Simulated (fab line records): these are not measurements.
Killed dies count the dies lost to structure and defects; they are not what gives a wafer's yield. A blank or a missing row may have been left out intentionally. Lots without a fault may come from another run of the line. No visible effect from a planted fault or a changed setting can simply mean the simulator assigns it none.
Matching of chambers -- flow nand-harc -- ald-metal-02 running NHARC_P_CONTACT_ALD_22: 4 sister chambers
The step deposits TiN, target thk 3 nm, pulse time 1 s, ald cycles 150. 4 wafers are shown with their chamber, then 12 later ones without.

## EACH WAFER AND ITS CHAMBER
wafer,chamber,heater-power-w (W)
L081.3,3,1049
L081.1,2,1145
L081.4,1,1119
L081.6,0,954

## WAFERS WITHOUT THEIR CHAMBER
wafer,heater-power-w (W)
L083.1,1050
L083.2,1120
L083.6,1090
L088.1,953
L088.2,1166
L088.6,1033
L088.3,1104
L088.4,1025
L088.5,1162
L092.1,962
L092.2,1013
L092.5,955

## THE CHAMBER EACH PASSED THROUGH
wafer,from the rows above,in truth
L083.1,3,3
L083.2,can't be placed: 1 or 2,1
L083.6,can't be placed: 1 or 3 or 2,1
L088.1,0,0
L088.2,can't be placed: 2 or 1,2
L088.6,3,3
L088.3,can't be placed: 1 or 2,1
L088.4,3,3
L088.5,can't be placed: 2 or 1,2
L092.1,0,0
L092.2,can't be placed: 3 or 0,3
L092.5,0,0
Correctly placed: 6 of 12. These rows do not allow placing 6 (true chamber among the candidates in 6). Placed wrongly: 0.
How it was worked out, from the rows above alone: a wafer's distance from a chamber is the root of the sum, over the readings, of the square of ((its reading less the chamber's mean) divided by the reading's scatter). If the next closest chamber is less than 2 further off than the closest, the wafer can't be placed; otherwise it belongs to the closest. Each chamber's mean is taken over the wafers shown for it. The scatter: root of mean squared gap, hidden wafer to nearest shown wafer, with one shown wafer a chamber.
